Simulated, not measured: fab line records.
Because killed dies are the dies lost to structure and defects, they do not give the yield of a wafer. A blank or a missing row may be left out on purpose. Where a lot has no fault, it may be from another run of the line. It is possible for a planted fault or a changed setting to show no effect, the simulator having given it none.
A lot that was struck, set against a sound lot / flow nand harc / 15 out of 1159 route steps
Sound: these wafers, L224.2, L224.4, L224.6. The struck wafers were L223.1, L223.3, L223.6. At the end, the cause is stated.
Each step with rows lists, per side, the tool, then ch with its chambers, then its first start. Under that, the readings that differ: sound wafers / struck wafers / difference of the means / sigmas: that difference in standard deviations of wafers without a fault.
alike: readings with means less than 2 such deviations apart, plus words and numbers identical on both sides. not compared: withheld readings, readings lacking a value on some wafer, bounds such as >300 that could conceal the same value, and numbers that have no deviation in the record and whose values overlap.
A row with sigmas, a row that says differs or no value, or rows on one side alone: a step with any of these is where the two part. Non-overlapping numbers with no deviation appear without sigmas and do not part them. A reading missing from all wafers of one side parts the sides only when that side holds two or more wafers.

first, 7 steps without rows for these wafers: NHARC_A_CHANNEL_HOLE_D1_COAT_37 (time 65 s); NHARC_A_CHANNEL_HOLE_D1_COAT_04 (resist thk 90 nm); NHARC_A_CHANNEL_HOLE_D1_SOFTBAKE_05 (time 55 s); NHARC_A_CHANNEL_HOLE_D1_EBR_06; NHARC_A_CHANNEL_HOLE_D1_EXPOSE_07 (exposes mask HOLE D1, target cd 100 nm); NHARC_A_CHANNEL_HOLE_D1_PEB_08 (peb time 65 s); NHARC_A_CHANNEL_HOLE_D1_DEVELOP_09 (develop time 35 s).
NHARC_A_CHANNEL_HOLE_D1_CD_MEAS_10 targets a cd of 100 nm.
  sound on cd sem-02 ch 0, day 12 10:44; struck on cd sem-01 ch 0, day 12 02:03
  alike: cd nm
NHARC_A_CHANNEL_HOLE_D1_OVL_MEAS_11:
  struck on overlay-01, day 12 02:08; sound on overlay-02, day 12 10:49
  alike: overlay x nm, overlay y nm
NHARC_A_CHANNEL_HOLE_D1_INSPECT_12:
  struck on defect inspect-01, day 12 02:10; sound on defect inspect-01, day 12 10:51
  alike: raw defect count
NHARC_A_CHANNEL_HOLE_D1_DESCUM_15: chemistry O2, time 3 s.
  sound on rie diel-06 ch 2,3, day 12 10:55; struck on rie diel-05 ch 0,1, day 12 02:14
  alike: drypump motor current A, oes product au, rf vpp V, showerhead plenum p Torr, throttle valve pct
  not compared: rf hours counter h
NHARC_A_CHANNEL_HOLE_D1_ETCH_38: etches the open film in CF4, target depth 39 nm, time 65 s.
  sound on rie diel-06 ch 0,1,3, day 12 11:00; struck on rie diel-05 ch 1,2, day 12 02:19
reading=run length s (s); sound=85.5 85.9 86.1; struck=87.3 86.8 86.9; difference=+1.2; sigmas=+2
  alike: drypump motor current A, oes product au, rf vpp V, showerhead plenum p Torr, throttle valve pct
  not compared: rf hours counter h
NHARC_A_CHANNEL_HOLE_D1_ETCH_39: etches the open film in N2/H2, target depth 260 nm, time 325 s.
  sound on rie diel-06 ch 0,1, day 12 11:05; struck on rie diel-05 ch 0,1,3, day 12 02:28
reading=run length s (s); sound=346.2 345.8 345.5; struck=204.6 205.7 205.9; difference=-140.4; sigmas=-99 or more
  alike: drypump motor current A, oes product au, rf vpp V, showerhead plenum p Torr, throttle valve pct
  not compared: rf hours counter h
NHARC_A_CHANNEL_HOLE_D1_ETCH_34: etches the open film in CF4/CHF3, target depth 154 nm, time 77 s.
  sound on rie diel-06 ch 2,3; struck on rie diel-05 ch 0,3
reading=showerhead plenum p Torr (Torr); sound=1.50 1.48 1.50; struck=1.58 1.64 1.64; difference=+0.13; sigmas=+2
  alike: drypump motor current A, oes product au, rf vpp V, run length s, throttle valve pct
  not compared: rf hours counter h
-- break in the record here, with 11 days between the starts of the struck wafers on either side (left off in module A_CHANNEL_HOLE_D1, picked up again in module END, where the first step shown is number 1159 on the route) --
NHARC_END_SORT_01:
  sound on prober-01 ch 0, day 23 21:02; struck on prober-02 ch 0, day 23 01:43
reading=hold; sound=- - -; struck=await dispo/1.1h/scrap await dispo/1.1h/scrap await dispo/1.1h/scrap; difference=no value on the sound wafers; sigmas=
reading=killed at array; sound=19 28 29; struck=676 672 673; difference=+648; sigmas=+50
reading=killed dies; sound=21 29 31; struck=677 677 677; difference=+650; sigmas=+50
  alike: killed at other, killed at periphery, killed open, killed short

## WHERE THEY PART
Earliest at NHARC_A_CHANNEL_HOLE_D1_ETCH_38; latest, in this record, at NHARC_END_SORT_01.

WHY: whatever the simulator had introduced
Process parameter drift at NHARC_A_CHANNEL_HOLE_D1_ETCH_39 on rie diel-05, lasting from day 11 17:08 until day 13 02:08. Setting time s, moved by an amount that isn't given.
